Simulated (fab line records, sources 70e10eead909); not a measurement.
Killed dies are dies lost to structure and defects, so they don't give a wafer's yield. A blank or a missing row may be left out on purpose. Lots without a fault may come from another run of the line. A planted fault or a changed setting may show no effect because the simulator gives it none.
fab line records | flow nand_harc
record lots=13 wafers=39 last_day=32
route steps=1302 shown P_M2@350 P_BONDPAD@352 END@1302
lots that met no fault: from a run of the same line without faults
start_h: hours from the record's first day to the start of the lot's first wafer shown | wait_h: hours since the lot's step before | " the same as in the row above | L1.1+2: a row that stands for several wafers | - no value, or no start given | * or withheld: withheld | < > ~ a bound
route shown NAME@n: a module of which the file shows steps, and the number in the route of the first | usual: mean/standard deviation of fault-free wafers | same: alike in all rows | chamber/n: place in a boat | sites: the reading at each site | _std_site: their standard deviation | _edge_site: outer sites' mean less inner sites' | radius_mm: how far each site lies from the wafer's centre | mask NAME#n: copy n | behind: the tool/chamber that last shaped the wafer | hold: why the lot was held/for how many hours/how that ended | device: the transistor (n, p or np) that didn't switch | end of line: the same wafers' tests at the end of the route | a step without rows: its recipe alone | killed: dies lost to structure and defects at the first sort, not the wafer's yield | map: a wafer's dies, x killed, . not, _ none there
set.NAME: the setting as run; set.NAME@STEP: as run at that earlier step | model.NAME: the simulator's own value behind a step, which no gauge read
steps of the route over a sample of lots; a table a step, a row a wafer
services: from which hour (start_h, from the record's first day; less than 0 if before it) a tool's chamber was out of use, for how many hours, and why
## steps
# step NHARC_P_M2_DEP_33
# recipe target_thk_a=300 temp_c=370 target_thk_nm=30 pressure_torr=3 flow_sccm=200 rf_w=450 material=SiCN
# usual heater_power_w=563/100
# columns lot.wafer tool chamber start_h wait_h heater_power_w
L306.3 pecvd-01 2 148.51 0.1 595
L306.2 " 1 " " 638
L306.4 " 1 " " 654
L307.1 pecvd-04 1 156.83 0.1 511
L307.3 " 0 " " 646
L307.4 " 0 " " 641
L308.1 pecvd-01 2 163.68 0.1 638
L308.2 " 0 " " 412
L308.6 " 0 " " 420
L309.2 pecvd-01 0 176.29 0.1 463
L309.4 " 0 " " 452
L309.6 " 1 " " 647
L311.1 pecvd-01 1 188.93 0.1 663
L311.4 " 2 " " 601
L311.5 " 0 " " 409
L312.2 pecvd-02 0 202.25 0.1 477
L312.3 " 1 " " 482
L312.6 " 2 " " 584
L315.1 pecvd-01 1 235.72 0.1 565
L315.3 " 2 " " 580
L315.5 " 1 " " 582
L316.2 pecvd-01 2 244.51 0.1 659
L316.3 " 0 " " 462
L316.6 " 1 " " 620
L317.1 pecvd-01 2 248.51 0.1 638
L317.3 " 0 " " 411
L317.4 " 0 " " 417
L322.4 pecvd-01 0 309.23 0.2 459
L322.5 " 1 " " 634
L322.6 " 2 " " 665
L323.5 pecvd-04 1 309.92 0.2 459
L323.6 " 2 " " 558
L323.4 " 0 " " 721
L324.1 pecvd-01 2 327.59 0.1 578
L324.4 " 0 " " 472
L324.5 " 1 " " 728
L325.1 pecvd-04 1 328.06 0.1 493
L325.4 " 2 " " 568
L325.5 " 0 " " 664
# step NHARC_P_BONDPAD_CMP_32
# recipe target_thk_nm=200 material=SiCN
# usual edge_zone_pressure_frac=0.999/0.0049 motor_current_A=12.0/1.3
# columns lot.wafer tool chamber start_h wait_h edge_zone_pressure_frac motor_current_A
L306.2 cmp-02 1 149.31 - 1.002 13.6
L306.4 " 3 " " 0.996 11.7
L306.3 " 0 " " 0.999 11.1
L307.1 cmp-01 2 157.65 - 1.005 12.5
L307.3 " 0 " " 0.995 11.2
L307.4 " 1 " " 1.004 13.4
L308.2 cmp-01 0 164.50 - 1.003 11.3
L308.1 " 1 " " 0.998 13.0
L308.6 " 1 " " 1.001 13.2
L309.2 cmp-02 0 177.38 0.5 0.992 11.0
L309.4 " 2 " " 0.992 11.5
L309.6 " 0 " " 0.997 11.2
L311.1 cmp-04 1 189.68 - 0.999 15.4
L311.4 " 2 " " 1.011 13.2
L311.5 " 1 " " 0.998 14.7
L312.2 cmp-01 1 203.04 - 0.999 13.8
L312.3 " 3 " " 1.000 10.8
L312.6 " 0 " " 1.001 10.6
L315.3 cmp-01 0 236.59 - 1.001 11.5
L315.1 " 1 " " 0.994 13.5
L315.5 " 3 " " 0.996 10.5
L316.2 cmp-02 1 245.31 - 1.006 13.3
L316.3 " 3 " " 1.012 12.2
L316.6 " 2 " " 1.002 11.1
L317.1 cmp-04 3 249.36 - 0.992 11.5
L317.3 " 0 " " 0.998 10.2
L317.4 " 1 " " 0.991 14.7
L322.4 cmp-01 3 309.95 - 0.999 10.6
L322.5 " 1 " " 0.998 13.9
L322.6 " 2 " " 1.000 13.0
L323.4 cmp-02 0 310.69 - 0.998 11.0
L323.5 " 1 " " 1.005 13.0
L323.6 " 2 " " 0.993 11.3
L324.4 cmp-04 3 328.49 - 0.994 11.0
L324.1 " 0 " " 0.994 10.9
L324.5 " 1 " " 0.999 15.0
L325.1 cmp-01 0 328.77 - 0.992 10.3
L325.4 " 2 " " 1.001 11.8
L325.5 " 1 " " 1.001 12.5
# step NHARC_P_BONDPAD_ETCH_24
# recipe target_depth_a=300 over_etch_frac=0.3 time_s=72.99 ion_energy_ev=150 cf4_flow_sccm=50 n2_flow_sccm=100 ar_flow_sccm=150 rf_w=300 bias_w=100 chemistry=CF4/N2
# usual drypump_motor_current_A=5.89/0.25 n2_flow_sccm=100.0/0.3 oes_product_au=1.001/0.016 rf_vpp_V=313.8/2 run_length_s=94.4/0.35 showerhead_plenum_p_Torr=2.60/0.11 throttle_valve_pct=19.795/0.0092
# columns lot.wafer tool chamber start_h wait_h drypump_motor_current_A n2_flow_sccm oes_product_au rf_hours_counter_h rf_vpp_V run_length_s showerhead_plenum_p_Torr throttle_valve_pct
L306.2 rie_diel-01 2 150.88 - 6.34 100.2 1.002 3.5 312.5 94.6 2.52 19.795
L306.3 " 3 " " 5.75 99.8 0.996 3.5 311.4 94.1 2.47 19.803
L306.4 " 0 " " 6.09 99.9 0.983 3.4 313.7 94.3 2.59 19.790
L307.3 rie_diel-03 3 159.22 - 5.65 100.0 0.991 3.5 317.3 94.1 2.80 19.800
L307.4 " 0 " " 5.22 100.2 1.036 3.9 316.2 94.4 2.77 19.806
L307.1 " 1 " " 6.16 100.1 0.972 3.4 313.8 95.0 2.50 19.804
L308.1 rie_diel-05 0 165.97 0.2 5.94 100.3 0.977 4.1 311.8 94.7 2.48 19.801
L308.2 " 2 " " 5.81 100.1 0.991 6.5 315.0 94.2 2.71 19.800
L308.6 " 0 " " 5.95 100.1 0.973 - 311.2 94.6 2.48 19.794
L309.2 rie_diel-05 1 178.96 0.1 6.02 100.3 1.009 6.8 314.1 93.9 2.65 19.799
L309.4 " 0 " " 5.97 99.7 0.973 - 312.6 94.6 2.48 19.792
L309.6 " 2 " " 5.84 99.9 0.994 - 315.9 93.9 2.72 19.799
L311.1 rie_diel-05 0 191.14 0.1 5.97 99.5 0.976 5.4 310.4 94.5 2.48 19.788
L311.5 " 0 " " 5.98 99.4 0.967 - 312.5 94.8 2.48 19.790
L311.4 " 2 " " 5.84 99.7 0.988 - 315.7 94.3 2.71 19.798
L312.2 rie_diel-03 2 204.57 - 5.51 100.0 0.999 3.8 317.3 94.7 2.72 19.802
L312.3 " 0 " " 5.23 99.8 1.032 5.5 316.9 94.6 2.77 19.799
L312.6 " 3 " " 5.64 100.1 1.003 - 317.0 94.2 2.80 19.794
L315.1 rie_diel-01 0 238.01 - 6.06 100.0 0.990 0.7 313.7 93.9 2.59 19.791
L315.3 " 2 " " 6.31 99.8 1.019 0.6 312.5 94.9 2.52 19.785
L315.5 " 1 " " 5.89 99.5 0.994 - 311.7 94.3 2.50 19.792
L316.2 rie_diel-03 0 246.88 - 5.19 100.1 1.019 7.5 316.6 94.5 2.77 19.802
L316.3 " 2 " " 5.50 100.0 0.992 5.8 315.8 94.8 2.72 19.779
L316.6 " 1 " " 6.19 100.3 0.981 - 310.6 94.2 2.49 19.804
L317.4 rie_diel-01 0 250.79 - 6.02 99.8 0.984 0.9 314.6 93.7 2.59 19.810
L317.1 " 1 " " 5.88 99.7 0.994 0.9 313.3 94.7 2.50 19.800
L317.3 " 2 " " 6.34 100.0 1.023 0.8 312.1 94.4 2.52 19.788
L322.4 rie_diel-05 2 311.48 - 5.84 99.9 1.035 4.0 315.0 94.0 2.71 19.794
L322.6 " 0 " " 5.97 100.1 1.003 - 310.8 94.7 2.47 19.782
L322.5 " 1 " " 6.03 100.1 0.999 - 314.4 94.3 2.65 19.794
L323.4 rie_diel-03 0 312.19 - 5.22 100.0 1.015 0.4 316.5 94.3 2.77 19.805
L323.6 " 2 " " 5.51 100.2 0.999 - 316.7 94.9 2.72 19.801
L323.5 " 3 " " 5.64 100.1 0.981 - 315.6 94.0 2.80 19.802
L324.4 rie_diel-05 1 329.88 - 6.01 99.8 1.002 4.4 314.3 76.0 2.65 19.792
L324.1 " 2 " " 5.81 99.9 1.036 4.5 316.4 75.8 2.71 19.785
L324.5 " 2 " " 5.81 99.9 1.031 - 316.3 76.5 2.71 19.775
L325.1 rie_diel-05 2 330.33 - 5.83 100.1 1.027 4.5 314.4 75.8 2.71 19.808
L325.4 " 0 " " 5.97 100.3 0.990 4.4 311.7 76.6 2.47 19.784
L325.5 " 3 " " 5.80 99.8 1.038 - 314.4 76.9 2.59 19.801
# step NHARC_P_BONDPAD_THK_MEAS_20
# recipe thk_meas_gauge=xrf
# usual thk_nm=161.0/1.7
# columns lot.wafer tool chamber start_h wait_h thk_nm
L306.2 film_metro-01 - 152.68 - 160.1
L306.3 " - " " 160.9
L306.4 " - " " 163.4
L307.1 film_metro-01 - 161.01 - 158.3
L307.3 " - " " 159.4
L307.4 " - " " 160.2
L308.1 film_metro-01 - 167.94 - 158.4
L308.2 " - " " 158.8
L308.6 " - " " 158.8
L309.2 film_metro-01 - 180.78 - 163.3
L309.4 " - " " 162.3
L309.6 " - " " 160.2
L311.1 film_metro-01 - 192.95 - 160.4
L311.4 " - " " 161.0
L311.5 " - " " 158.7
L312.2 film_metro-01 - 206.51 - 159.1
L312.3 " - " " 156.1
L312.6 " - " " 159.0
L315.1 film_metro-02 - 239.98 - 162.3
L315.3 " - " " 160.2
L315.5 " - " " 162.3
L316.2 film_metro-02 - 248.69 - 161.7
L316.3 " - " " 160.5
L316.6 " - " " 158.0
L317.1 film_metro-01 - 252.58 - 161.4
L317.3 " - " " 163.0
L317.4 " - " " 164.4
L322.4 film_metro-01 - 313.28 - 163.4
L322.5 " - " " 162.1
L322.6 " - " " 159.0
L323.4 film_metro-02 - 313.97 - 160.4
L323.5 " - " " 161.6
L323.6 " - " " 159.9
L324.1 film_metro-01 - 331.71 - 162.3
L324.4 " - " " 164.1
L324.5 " - " " 163.5
L325.1 film_metro-01 - 332.13 - 160.6
L325.4 " - " " 162.4
L325.5 " - " " 161.7
# step NHARC_END_SORT_01
# recipe temp_c=25
# usual defect_limited_yield=89.9/2.9 killed_at_array=64/20 killed_at_other=0.7/1.1 killed_at_periphery=3.6/2.7 killed_dies=68/20 killed_open=2.8/1.9 killed_short=2.3/1.5
# same gross_dies=677
# columns lot.wafer tool chamber start_h wait_h defect_limited_yield[%] killed_at_array killed_at_other killed_at_periphery killed_dies killed_open killed_short
L323.4 prober-02 0 748.42 3.4 90.7 61 0 2 63 0 0
L323.5 prober-02 0 749.23 3.7 89.4 58 1 13 72 4 5
L323.6 prober-02 0 750.03 4.0 90.5 56 0 8 64 7 0
# killed by level:class
L323.4 A_SLIT:chamber_film_flake=35 A_CHANNEL_HOLE_D1:chamber_film_flake=13 A_STAIRCASE:chamber_film_flake=7 A_CONTACT:chamber_film_flake=4 P_ZERO_WELL:chamber_film_flake=1 P_M1:chamber_film_flake=1 A_ZERO_WELL:chamber_film_flake=1 A_CHANNEL_FILL_D2:chamber_film_flake=1
L323.5 A_SLIT:chamber_film_flake=30 A_STAIRCASE:chamber_film_flake=10 A_CHANNEL_HOLE_D1:chamber_film_flake=9 P_M1:chamber_film_flake=5 A_CONTACT:chamber_film_flake=4 P_CONTACT:geometric_particle:short=2 P_GATE:chamber_film_flake=2 P_M1:geometric_particle:short=1
L323.6 A_SLIT:chamber_film_flake=25 A_CHANNEL_HOLE_D1:chamber_film_flake=8 A_STAIRCASE:chamber_film_flake=8 A_CONTACT:chamber_film_flake=7 P_ZERO_WELL:chamber_film_flake=4 A_CHANNEL_FILL_D2:geometric_particle:open=2 P_GATE:chamber_film_flake=2 P_CONTACT:geometric_particle:open=1
## services
# columns tool chamber start_h hours kind
cmp-02 - 124.84 3.8 repair
pecvd-01 - 130.00 13.0 pm
cmp-02 - 134.50 4.0 pm
rie_diel-01 2 135.30 10.5 repair
rie_diel-05 3 159.24 77.6 repair
cmp-02 - 162.54 0.6 repair
cmp-02 - 168.79 1.2 repair
pecvd-01 1 168.87 4.3 repair
pecvd-01 2 171.26 11.4 repair
cmp-01 - 183.68 11.9 repair
rie_diel-03 - 185.57 0.5 repair
rie_diel-03 1 190.94 9.7 repair
cmp-01 - 195.60 4.0 pm
pecvd-01 - 214.78 0.8 repair
rie_diel-05 0 215.11 18.6 repair
cmp-01 - 219.26 0.3 repair
rie_diel-05 - 229.60 9.0 pm
cmp-02 - 232.50 4.0 pm
pecvd-01 1 253.00 8.1 repair
cmp-01 - 272.84 5.5 repair
rie_diel-03 - 281.30 9.0 pm
rie_diel-05 - 291.86 2.9 repair
cmp-01 - 293.60 4.0 pm
pecvd-01 - 311.00 13.0 pm
## key
first_sign step=NHARC_P_BONDPAD_ETCH_24 reading=run_length_s direction=down sigmas=52 usual=* struck=*
effect none on later readings
met_at NHARC_P_BONDPAD_ETCH_24
struck_lots L324,L325
not_acting_at NHARC_P_M2_DEP_33,NHARC_P_BONDPAD_CMP_32,NHARC_P_BONDPAD_THK_MEAS_20
onset_between 311.48 329.88
fault kind=process_parameter_drift tool=rie_diel-05 chamber=- onset_h=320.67 steps=NHARC_P_BONDPAD_ETCH_24 channel=time_s offset=* shape=step end_h=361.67 acts_in=* stated=*
